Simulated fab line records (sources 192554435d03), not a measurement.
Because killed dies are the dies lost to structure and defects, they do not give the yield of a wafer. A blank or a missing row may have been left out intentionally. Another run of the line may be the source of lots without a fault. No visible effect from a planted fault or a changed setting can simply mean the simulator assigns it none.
A lot that was struck, set against a sound lot | flow n5Finfet | 37 out of 1938 route steps
Sound: the wafers L847.1, L847.2, L847.4. Wafers L845.2, L845.4, L845.6 were the ones struck. The cause is named last.
At each step with rows: each side's tool, then ch and its chambers, then its first start. Under that, the readings that differ: sound wafers | struck wafers | difference of the means | sigmas: that difference in standard deviations of wafers without a fault.
alike: words and numbers the same on both sides, and readings whose means are apart by under 2 such deviations; not compared: readings that were withheld, readings missing a value for some wafer, numbers with overlapping values and no deviation given by the record, and bounds like >300 which may hide the same value.
Wherever a step has rows on one side only, a row that says differs or no value, or a row with sigmas, the two part there. Non-overlapping numbers with no deviation appear without sigmas and do not part them. A reading missing from all wafers of one side parts the sides only when that side holds two or more wafers.

first, 9 steps without rows for these wafers: N5_BEOL_M4_ANNEAL_95 (time 240 s); N5_BEOL_M4_SPUTTER_96 (material Cu, target thk 4.5 nm, time 8.29 s); N5_BEOL_M4_ECD_50 (material Cu, target thk 300 nm); N5_BEOL_M4_ANNEAL_51 (time 90 s); N5_BEOL_M4_CMP_52 (polishes, stops on SiOC, t overpolish 6.8 s, target thk 40 nm); N5_BEOL_M4_PRE_CLEAN_60 (time 15 s); N5_BEOL_M4_CO_CAP_55 (material Co, precursor CCTBA/H2, target thk 2 nm, time 102.1 s); N5_BEOL_M4_PRE_CLEAN_56 (time 15 s); N5_BEOL_M4_DEP_57 (deposits SiCN from 3MS/NH3, target thk 8 nm, time 14 s).
N5_BEOL_M4_RC_MEAS_101:
  sound on prober-02 ch 0, day 13 14:50; struck on prober-02 ch 0, day 12 22:50
  alike: DIBL_N, DIBL_P, IOFF_N, IOFF_P, ION_N, ION_P, SS_N, SS_P, VT_N, VT_P
then, 24 steps without rows for these wafers: N5_BEOL_M5_ILD_DEP_00 (deposits SiCOH lowk from DEMS/porogen, target thk 140.64 nm, time 25.9 s); N5_BEOL_M5_CURE_79 (cures SiCOH lowk, time 240 s); N5_BEOL_M5_PECVD_70 (deposits SiO2 from TEOS/O2, target thk 16 nm, time 18 s); N5_BEOL_M5_HM_DEP_02 (deposits TiN, target thk 20 nm); N5_BEOL_M5_COAT_59 (time 60 s, resist thk 60 nm); N5_BEOL_M5_COAT_60 (time 60 s, resist thk 12 nm); N5_BEOL_M5_COAT_71 (time 60 s, resist thk 5 nm); N5_BEOL_M5_COAT_05 (resist thk 30 nm); N5_BEOL_M5_EBR_07; N5_BEOL_M5_SOFTBAKE_06 (time 60 s); N5_BEOL_M5_EXPOSE_08 (exposes mask M5, target cd 28 nm); N5_BEOL_M5_PEB_09 (peb time 60 s); N5_BEOL_M5_DEVELOP_10 (develop time 30 s); N5_BEOL_M5_DESCUM_16 (chemistry O2, time 7 s); N5_BEOL_M5_ETCH_72 (etches underlayer in N2/H2, target depth 6.5 nm, time 5.2 s); N5_BEOL_M5_ETCH_61 (etches SiARC in CF4, target depth 15.6 nm, time 26 s); N5_BEOL_M5_ETCH_62 (etches SOC in N2/H2, target depth 75 nm, overetch 15 nm, time 112.5 s); N5_BEOL_M5_STRIP_63 (strips in N2/H2); N5_BEOL_M5_STRIP_73 (strips in N2/H2); N5_BEOL_M5_STRIP_64 (strips in CF4); N5_BEOL_M5_HM_OPEN_17 (chemistry Cl2/BCl3, target TiN, target depth 20 nm, overetch 6 nm); N5_BEOL_M5_STRIP_19 (strips in O2); N5_BEOL_M5_COAT_65 (time 60 s, resist thk 60 nm); N5_BEOL_M5_COAT_66 (time 60 s, resist thk 12 nm).
N5_BEOL_M7_ECD_50: material Cu, target thk 300 nm.
  sound on ecdCu-02 ch 0,1, day 14 19:38; struck on ecdCu-02 ch 0,1, day 13 23:46
N5_BEOL_M7_CMP_52: polishes, stops on SiCOH lowk, t overpolish 6.9 s, target thk 80 nm.
  sound on cmp-01 ch 1,2,3, day 14 20:01; struck on cmp-04 ch 2,3, day 14 00:10
reading             | sound    | struck | difference | sigmas
timeToEndpointS (s) | 64 70 68 | 0 0 1  | -67        | -13
  alike: clearingPlatenRpm, motorCurrentA
-- a jump in the record: the struck wafers' starts before and after are 3 days apart (it breaks off in module BEOL_M7 and resumes in module PASSIVATION, where the first step shown is number 1936 of the route) --
N5_PASSIVATION_PROBE_49:
  record: rows for the struck wafers here (prober-01, day 17 06:47), none for the sound ones

## WHERE THEY PART
Last at N5_PASSIVATION_PROBE_49 as far as this record goes, first at N5_BEOL_M7_CMP_52.

WHY: what the simulator had put in
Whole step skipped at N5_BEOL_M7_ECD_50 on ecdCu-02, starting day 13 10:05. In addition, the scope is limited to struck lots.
